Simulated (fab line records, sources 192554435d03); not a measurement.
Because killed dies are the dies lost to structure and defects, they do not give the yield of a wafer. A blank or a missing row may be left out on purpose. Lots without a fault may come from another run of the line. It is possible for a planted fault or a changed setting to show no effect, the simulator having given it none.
Matching of chambers :: flow n5_finfet :: N5_SDB_STRIP_21 on rie_diel-06: 4 sister chambers
The step strips in CF4. 7 wafers are shown with their chamber, then 8 later ones without.

== WAFERS WITH THEIR CHAMBER ==
wafer: L082.1
chamber: 2
oes_product_au (a.u.): 0.73
throttle_valve_pct (%): 13.88

wafer: L085.5
chamber: 0
oes_product_au (a.u.): 0.69
throttle_valve_pct (%): 13.93

wafer: L085.6
chamber: 3
oes_product_au (a.u.): 0.90
throttle_valve_pct (%): 13.30

wafer: L086.1
chamber: 1
oes_product_au (a.u.): 0.67
throttle_valve_pct (%): 14.15

wafer: L086.2
chamber: 3
oes_product_au (a.u.): 0.90
throttle_valve_pct (%): 13.30

wafer: L086.3
chamber: 0
oes_product_au (a.u.): 0.68
throttle_valve_pct (%): 13.95

wafer: L088.1
chamber: 1
oes_product_au (a.u.): 0.67
throttle_valve_pct (%): 14.18

== WAFERS WITHOUT THEIR CHAMBER ==
wafer: L088.4
oes_product_au (a.u.): 0.89
throttle_valve_pct (%): 13.32

wafer: L088.6
oes_product_au (a.u.): 0.68
throttle_valve_pct (%): 13.97

wafer: L091.2
oes_product_au (a.u.): 0.68
throttle_valve_pct (%): 13.98

wafer: L091.4
oes_product_au (a.u.): 0.72
throttle_valve_pct (%): 13.90

wafer: L091.6
oes_product_au (a.u.): 0.68
throttle_valve_pct (%): 13.97

wafer: L092.2
oes_product_au (a.u.): 0.87
throttle_valve_pct (%): 13.33

wafer: L092.3
oes_product_au (a.u.): 0.72
throttle_valve_pct (%): 13.92

wafer: L092.5
oes_product_au (a.u.): 0.67
throttle_valve_pct (%): 13.98

== WHICH CHAMBER EACH WENT THROUGH ==
wafer: L088.4
from the rows above: 3
in truth: 3

wafer: L088.6
from the rows above: 0
in truth: 0

wafer: L091.2
from the rows above: 0
in truth: 0

wafer: L091.4
from the rows above: 2
in truth: 2

wafer: L091.6
from the rows above: 0
in truth: 0

wafer: L092.2
from the rows above: 3
in truth: 3

wafer: L092.3
from the rows above: 2
in truth: 2

wafer: L092.5
from the rows above: 0
in truth: 0
Correctly placed: 8 of 8. Can't be placed from these rows: 0. Placed wrongly: 0.
How it was worked out, from the rows above alone: a wafer's distance from a chamber is the root of the sum, over the readings, of the square of ((its reading less the chamber's mean) divided by the reading's scatter). If the next closest chamber is less than 2 further off than the closest, the wafer can't be placed; otherwise it belongs to the closest. For every chamber, the mean is computed from those of its wafers that are shown. The scatter: the root of (the sum of the squares of (reading less its chamber's mean) over the shown wafers, divided by (wafers less chambers)).
